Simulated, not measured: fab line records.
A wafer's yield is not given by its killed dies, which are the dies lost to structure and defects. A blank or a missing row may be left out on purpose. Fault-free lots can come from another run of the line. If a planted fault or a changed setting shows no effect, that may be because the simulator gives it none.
Lot-split experiment | flow n5Finfet | 21 wafers read from 7 lots, route of 1938 steps

== ON THE SPLIT ==
At N5_FIN_SAQP_PECVD_06 (deposits a-Si from SiH4/He, target thk 60 nm, time 48.1 s), the setting timeS was moved away from the recipe's 48.1 s on 8 of the 21 wafers read, by -5.6% to +13.8%. All remaining wafers had this setting at the recipe value.

== FROM THE SPLIT TO THE READING: what the file shows between them, 9 steps ==
- N5_FIN_SAQP_THK_MEAS_07
- N5_FIN_SAQP_EXPOSE_13: exposes mask FIN CORE, target cd 35.6 nm (also split here: doseMj)
- N5_FIN_SAQP_PEB_14: peb time 60 s
- N5_FIN_SAQP_DEVELOP_15: develop time 30 s
- N5_FIN_SAQP_CD_MEAS_16: target cd 35.6 nm
- N5_FIN_SAQP_ETCH_52: etches SOC in N2/H2, target depth 100 nm, overetch 20 nm, time 150 s
- N5_FIN_SAQP_STRIP_53: strips in N2/H2
- N5_FIN_SAQP_HM_OPEN_73: chemistry CHF3/O2, target SiO2, stops on a-Si, target depth 12 nm, time 16.8 s
- N5_FIN_SAQP_STRIP_74: strips in CHF3/O2

== THE READING ==
etch.depthNm (the simulator's own value, which no gauge read), in nm, at N5_FIN_SAQP_MANDREL_ETCH_22 (etches a-Si in HBr/Cl2, stops on SiNx, target depth 60 nm, bt time 10 s, time 30 s). There is no usual value for it anywhere in the file. Average 60.02 nm, standard deviation 0.66 nm, over the 13 wafers here run with the recipe.

wafer  | tool, chamber at the split | timeS as run, s | against the recipe | etch.depthNm, nm | against lot-mates on the recipe
L077.1 | pecvd-02, 0                | 45.4            | -5.6%              | 55.99            | -4.66
L077.5 | pecvd-02, 2                | 48.1            | recipe             | 60.65            | -
L077.6 | pecvd-02, 1                | 45.4            | -5.6%              | 57.12            | -3.53
L079.1 | pecvd-01, 1                | 48.1            | recipe             | 59.56            | -
L079.3 | pecvd-01, 2                | 48.1            | recipe             | 59.22            | -
L079.4 | pecvd-01, 2                | 48.1            | recipe             | 59.94            | -
L082.1 | pecvd-03, 1                | 45.69           | -5.0%              | 56.17            | -3.96
L082.3 | pecvd-03, 2                | 45.69           | -5.0%              | 57.5             | -2.63
L082.6 | pecvd-03, 0                | 48.1            | recipe             | 60.13            | -
L083.1 | pecvd-01, 0                | 48.1            | recipe             | 59.27            | -
L083.4 | pecvd-01, 2                | 48.1            | recipe             | 60.05            | -
L083.5 | pecvd-01, 2                | 48.1            | recipe             | 60.66            | -
L086.1 | pecvd-01, 1                | 48.1            | recipe             | 59.11            | -
L086.2 | pecvd-01, 0                | 48.1            | recipe             | 59.89            | -
L086.3 | pecvd-01, 2                | 48.1            | recipe             | 59.64            | -
L091.1 | pecvd-03, 0                | 48.1            | recipe             | 60.64            | -
L091.2 | pecvd-03, 1                | 54.73           | +13.8%             | 68.12            | +7.07
L091.5 | pecvd-03, 2                | 48.1            | recipe             | 61.46            | -
L095.3 | pecvd-03, 0                | 52.08           | +8.3%              | 64.37            | no lot-mate on the recipe
L095.4 | pecvd-03, 1                | 52.08           | +8.3%              | 65.23            | no lot-mate on the recipe
L095.5 | pecvd-03, 0                | 52.08           | +8.3%              | 65.09            | no lot-mate on the recipe

FIT RESULTS
A straight line over all 21 wafers: etch.depthNm changes by +0.598 nm for each +1% of timeS; r = +0.98; the points scatter about the line by 0.64 nm.
The same after taking each lot's own level away (the mean of its wafers on the recipe; 18 wafers): +0.577 nm for each +1%; r = +0.97; scatter 0.58 nm.
The reading moves by 8 nm for the largest change in timeS, on that fit.
The span of the lots' own levels, 59.547 to 61.050 nm, comes to 2.3 times the standard deviation stated above.
The two slopes agree, so the slope changes little with the lot-to-lot level.
Check: +9.63 nm against its lot-mates is what the line predicts for one of the wafers moved furthest among these (+13.8%) when that wafer is left out of the fit. It came out at +7.07 nm against them.

== THE OTHER SPLITS THESE WAFERS WENT THROUGH ==
Note: prior to the reading, these wafers also went through further splits. Each is held against what the fit with the lots' levels taken away leaves over:
other split on the same wafers | wafers away from the commonest value | r with etch.depthNm (lot level and that fit taken away)
N5_WELL_APT_EXPOSE_05 doseMj   | 7                                    | -0.08
N5_WELL_APT_DESCUM_13 timeS    | 8                                    | -0.01
N5_FIN_SAQP_EXPOSE_13 doseMj   | 9                                    | +0.18

== THE WHOLE CHAIN: every reading that the file lists as answering this split, in the file's order ==
step                        | what it does                                                                       | reading                                                                          | change (the file's fit)               | r (the file's)
N5_FIN_SAQP_PECVD_06        | deposits a-Si from SiH4/He, target thk 60 nm, time 48.1 s                          | a-Si_of_FIN_SAQP_PECVD_06.thkNm (the simulator's own value, which no gauge read) | +0.553 nm for each +1% of the setting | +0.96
N5_FIN_SAQP_THK_MEAS_07     |                                                                                    | thkNm                                                                            | withheld for each +1% of the setting  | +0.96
N5_FIN_SAQP_HM_OPEN_73      | chemistry CHF3/O2, target SiO2, stops on a-Si, target depth 12 nm, time 16.8 s     | a-Si_of_FIN_SAQP_PECVD_06.thkNm (the simulator's own value, which no gauge read) | +0.556 nm for each +1% of the setting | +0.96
N5_FIN_SAQP_MANDREL_ETCH_22 | etches a-Si in HBr/Cl2, stops on SiNx, target depth 60 nm, bt time 10 s, time 30 s | etch.depthNm (the simulator's own value, which no gauge read)                    | +0.556 nm for each +1% of the setting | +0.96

== FILE'S OWN FIT ==
etch.depthNm changes by +0.556 nm for each +1% of timeS, r = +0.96.
